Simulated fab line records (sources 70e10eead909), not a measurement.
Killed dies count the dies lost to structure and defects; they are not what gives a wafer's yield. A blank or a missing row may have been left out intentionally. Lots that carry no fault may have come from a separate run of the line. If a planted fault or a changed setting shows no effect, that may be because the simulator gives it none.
Matching of chambers + flow nandHarc + NHARC_A_CONTACT_DEP_58 on pecvd-01 has 3 sister chambers
The step deposits SiON, target thk 90 nm. 18 wafers are shown with their chamber, then 9 later ones without.

WAFERS WITH THEIR CHAMBER
| wafer  | chamber | heaterPowerOuterW (W) | susceptorTempC (C) | heaterPowerW (W) |
|--------|---------|-----------------------|--------------------|------------------|
| L577.1 | 2       | 541                   | 399.68             | 844              |
| L577.2 | 0       | 626                   | 399.83             | 962              |
| L577.6 | 1       | 523                   | 399.91             | 887              |
| L578.2 | 2       | 536                   | 400.20             | 834              |
| L578.5 | 0       | 605                   | 399.80             | 924              |
| L578.6 | 2       | 538                   | 400.13             | 807              |
| L580.1 | 0       | 502                   | 400.10             | 791              |
| L580.3 | 1       | 455                   | 400.40             | 784              |
| L580.6 | 1       | 454                   | 400.25             | 806              |
| L581.2 | 1       | 492                   | 400.28             | 838              |
| L581.3 | 0       | 541                   | 399.88             | 866              |
| L581.5 | 2       | 609                   | 399.82             | 905              |
| L584.2 | 1       | 484                   | 399.95             | 841              |
| L584.5 | 0       | 606                   | 399.86             | 906              |
| L584.6 | 1       | 489                   | 400.16             | 828              |
| L587.1 | 2       | 520                   | 399.73             | 796              |
| L587.5 | 0       | 536                   | 399.64             | 823              |
| L587.6 | 1       | 512                   | 399.99             | 869              |

SIGNATURES (means of the wafers above)
| reading           | chamber 0 | chamber 1 | chamber 2 | scatter within a chamber |
|-------------------|-----------|-----------|-----------|--------------------------|
| heaterPowerOuterW | 569.33    | 487.00    | 548.80    | 37.5                     |
| susceptorTempC    | 399.8517  | 400.1343  | 399.9120  | 0.191                    |
| heaterPowerW      | 878.67    | 836.14    | 837.20    | 48.5                     |
Rule: for a wafer and a chamber, the distance is found by dividing, reading by reading, the gap between the wafer's reading and the chamber's mean by the reading's scatter, squaring, summing and taking the root. If the next closest chamber is less than 2 further off than the closest, the wafer can't be placed; otherwise it belongs to the closest. How the scatter is found: for the shown wafers, subtract from each reading the mean of its chamber, square and add these, divide the total by (wafers less chambers), then take the root.

WAFERS WITHOUT THEIR CHAMBER
| wafer  | heaterPowerOuterW (W) | susceptorTempC (C) | heaterPowerW (W) |
|--------|-----------------------|--------------------|------------------|
| L592.1 | 469                   | 400.37             | 821              |
| L592.2 | 601                   | 400.32             | 924              |
| L592.3 | 586                   | 400.37             | 898              |
| L591.2 | 599                   | 400.63             | 903              |
| L591.4 | 559                   | 400.04             | 849              |
| L591.5 | 600                   | 399.93             | 930              |
| L598.2 | 565                   | 400.14             | 893              |
| L598.3 | 529                   | 400.04             | 912              |
| L598.5 | 567                   | 400.32             | 887              |

CHAMBER TAKEN BY EACH
| wafer  | from the rows above          | in truth |
|--------|------------------------------|----------|
| L592.1 | can't be placed: 1 or 2      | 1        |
| L592.2 | can't be placed: 0 or 2 or 1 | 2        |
| L592.3 | can't be placed: 0 or 2 or 1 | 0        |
| L591.2 | can't be placed: 0 or 1 or 2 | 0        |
| L591.4 | can't be placed: 2 or 0 or 1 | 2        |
| L591.5 | can't be placed: 0 or 2      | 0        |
| L598.2 | can't be placed: 0 or 2 or 1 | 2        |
| L598.3 | can't be placed: 0 or 2 or 1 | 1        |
| L598.5 | can't be placed: 2 or 0 or 1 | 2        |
Placed correctly: 0 of 9. From these rows, 9 cannot be placed; in 9 the true chamber is one of the candidates. Number placed wrongly: 0.
